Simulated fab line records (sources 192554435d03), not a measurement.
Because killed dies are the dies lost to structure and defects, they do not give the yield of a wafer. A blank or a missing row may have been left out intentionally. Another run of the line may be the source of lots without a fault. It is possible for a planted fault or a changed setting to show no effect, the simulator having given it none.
8D (eight disciplines) problem report, filled in by code / flow n5_finfet / the parts of the form that need people (team, actions taken, sign-off) are left out

1. WHAT IS WRONG
Mean IOFF_N_LONG at N5_BEOL_M4_RC_MEAS_101: 7.0e-05 nA/um over 6 wafers in 2 lots; fault-free wafers: 5.5e-05 nA/um, standard deviation 2.4e-06. That puts it +6.1 standard deviations away from the usual mean.
First observed at day 11 13:35: wafer L945.1, on prober-02. At this step, 27 wafers from 9 lots have a number in the record. The rule behind "out" and "out of limits": a value lying over 4 standard deviations away from the usual mean. All remaining wafers that have a number are taken as sound.

2. WHAT THIS IS AND IS NOT
question=which readings at this step | is=IOFF_N_LONG | is not=DIBL_N, DIBL_P, IOFF_N, IOFF_P, ION_N, ION_P, SS_N, SS_P, VT_N, VT_P
question=which lots | is=L945, L948 | is not=L939, L942, L943, L944, L946, L947, L956
question=which wafers of those lots | is=all that have a number | is not=-
question=read on which gauges | is=prober-02 | is not=prober-01
question=when | is=from day 11 13:35 | is not=up to then (12 sound wafers); but 9 sound wafers of L946, L947, L956 came after

3. WHAT RULES OUT EACH SUSPECT
Counting: any tool at a process step up to the reading is kept as a suspect provided that every lot that is out went through it and no sound lot did after the first of them.
- the gauge at N5_BEOL_M4_RC_MEAS_101 has been ruled out. All the wafers that are out were read on prober-02, but those of them that N5_WELL_APT_RTA_34 has rows for are out there too, on other tools.
- rtp_anneal-01 at N5_WELL_APT_RTA_34 (time 10 s): kept. It processed each lot that is out, first L945 at day 4 15:55, and no sound lot thereafter; up to then, the last sound lot it processed was L944 at day 4 10:56. Its own lamp_power_pct, lamp_zone_1_pct, lamp_zone_2_pct, lamp_zone_3_pct, lamp_zone_4_pct, lamp_zone_5_pct, lamp_zone_6_pct, lamp_zone_7_pct readings are out on those wafers.
Remaining after the count: rtp_anneal-01 at N5_WELL_APT_RTA_34.

4. THE CAUSE (what the simulator had put in)
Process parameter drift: rtp_anneal-01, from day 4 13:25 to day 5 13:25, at N5_WELL_APT_RTA_34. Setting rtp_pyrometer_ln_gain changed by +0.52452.
The count eliminated every tool but this one.

5. SEQUENCE OF EFFECTS, ordered by route
Each row: a reading where the mean over the struck wafers with a number is more than 3 standard deviations away from the usual. Only readings for which the record gives a usual standard deviation are gone through. hours: the time from each lot's start at the first step in this table that gives one to its start at this step, as a median over the lots. sigmas: the change in usual standard deviations.
hours=0; step=N5_WELL_APT_RTA_34; reading=lamp_power_pct; usual=13.00 %; on struck wafers=11.40; change=-1.60; sigmas=-28
hours=0; step=N5_WELL_APT_RTA_34; reading=lamp_zone_1_pct; usual=12.997 %; on struck wafers=11.410; change=-1.587; sigmas=-55
hours=0; step=N5_WELL_APT_RTA_34; reading=lamp_zone_2_pct; usual=12.997 %; on struck wafers=11.415; change=-1.582; sigmas=-61
hours=0; step=N5_WELL_APT_RTA_34; reading=lamp_zone_3_pct; usual=12.996 %; on struck wafers=11.421; change=-1.575; sigmas=-56
hours=0; step=N5_WELL_APT_RTA_34; reading=lamp_zone_4_pct; usual=12.993 %; on struck wafers=11.412; change=-1.581; sigmas=-63
hours=0; step=N5_WELL_APT_RTA_34; reading=lamp_zone_5_pct; usual=12.993 %; on struck wafers=11.405; change=-1.588; sigmas=-61
hours=0; step=N5_WELL_APT_RTA_34; reading=lamp_zone_6_pct; usual=12.920 %; on struck wafers=11.353; change=-1.567; sigmas=-54
hours=0; step=N5_WELL_APT_RTA_34; reading=lamp_zone_7_pct; usual=13.417 %; on struck wafers=11.799; change=-1.618; sigmas=-56
hours=168; step=N5_BEOL_M4_RC_MEAS_101; reading=IOFF_N_LONG; usual=5.5e-05 nA/um; on struck wafers=7.0e-05; change=+1.5e-05; sigmas=+6.1
Its process steps:
- N5_WELL_APT_RTA_34: time 10 s.

6. WHAT WOULD HAVE CAUGHT IT SOONER
Counted from the fault's start at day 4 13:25, it took 168 hours until the first out-of-limits reading at a measuring or inspecting step in this record, taken at day 11 13:35.
Tool's own readings at N5_WELL_APT_RTA_34, lamp_power_pct, lamp_zone_1_pct, lamp_zone_2_pct, lamp_zone_3_pct, lamp_zone_4_pct, lamp_zone_5_pct, lamp_zone_6_pct, lamp_zone_7_pct: out on all struck wafers the step has rows for; an alarm limit on them would have tripped on the first.
By day 11 13:35 the whole set of lots that are out, 2 in number, had already begun N5_WELL_APT_RTA_34 on rtp_anneal-01. Tool hold at that time: it would have spared none of them.
